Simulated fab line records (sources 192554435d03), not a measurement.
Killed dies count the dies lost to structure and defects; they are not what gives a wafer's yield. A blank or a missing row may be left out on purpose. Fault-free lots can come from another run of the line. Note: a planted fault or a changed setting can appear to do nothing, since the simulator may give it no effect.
Chamber matching -- flow n5Finfet -- N5_MOL_CONTACT_COAG_DESCUM_13 on rieDiel-04: 4 sister chambers
The step chemistry O2, time 7 s. 20 wafers are shown with their chamber, then 10 later ones without.

== WAFERS PAIRED WITH THEIR CHAMBERS ==
wafer,chamber,showerheadPlenumPTorr (Torr),drypumpMotorCurrentA (A),rfVppV (V)
L074.3,3,2.16,4.8,245.1
L074.4,0,2.04,5.5,241.8
L074.5,3,2.16,4.8,243.7
L075.2,1,2.00,5.4,241.3
L075.4,3,2.16,4.8,245.8
L075.6,2,2.04,5.3,241.3
L077.1,3,2.16,4.9,243.1
L077.2,2,2.04,5.3,241.6
L077.5,1,1.99,5.3,241.9
L080.1,0,2.03,5.5,242.2
L080.3,2,2.04,5.3,241.9
L080.5,3,2.16,4.9,244.3
L086.1,2,2.03,5.3,242.0
L086.2,3,2.15,4.9,244.7
L086.5,1,1.99,5.3,241.3
L092.2,3,2.14,4.9,244.6
L092.3,2,2.03,5.3,241.4
L092.5,2,2.03,5.3,240.5
L094.1,0,2.03,5.5,242.6
L094.3,2,2.02,5.3,242.0

SIGNATURES (averages over the wafers above)
reading,chamber 0,chamber 1,chamber 2,chamber 3,scatter within a chamber
showerheadPlenumPTorr,2.0333,1.9933,2.0329,2.1557,0.00728
drypumpMotorCurrentA,5.500,5.333,5.300,4.857,0.0386
rfVppV,242.200,241.500,241.529,244.471,0.662
Rule: a wafer's distance from a chamber is the root of the sum, over the readings, of the square of ((its reading less the chamber's mean) divided by the reading's scatter). If the next closest chamber is less than 2 further off than the closest, the wafer can't be placed; otherwise it belongs to the closest. The scatter is the square root of a quotient: the sum, over the shown wafers, of each reading's squared deviation from its chamber's mean, divided by wafers minus chambers.

== WAFERS WITHOUT THEIR CHAMBER ==
wafer,showerheadPlenumPTorr (Torr),drypumpMotorCurrentA (A),rfVppV (V)
L094.5,2.14,4.9,243.7
L095.3,2.14,4.9,244.7
L095.4,2.02,5.3,242.2
L095.5,2.25,5.3,244.9
L096.3,2.02,5.4,243.3
L096.5,2.02,5.3,242.6
L096.6,2.24,5.3,245.4
L097.1,2.24,5.4,245.2
L097.2,2.02,5.4,242.0
L097.6,2.14,4.8,245.8

== THE CHAMBER EACH PASSED THROUGH ==
wafer,from the rows above,in truth
L094.5,3,3
L095.3,3,3
L095.4,can't be placed: 2 or 1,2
L095.5,3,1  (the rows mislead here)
L096.3,can't be placed: 0 or 2 or 1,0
L096.5,can't be placed: 2 or 1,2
L096.6,3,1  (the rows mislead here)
L097.1,3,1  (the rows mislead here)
L097.2,can't be placed: 0 or 2 or 1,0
L097.6,3,3
Correctly placed: 3 of 10. Unplaceable from these rows: 4, with the true chamber sitting among the candidates in 4. Wrongly placed: 3.
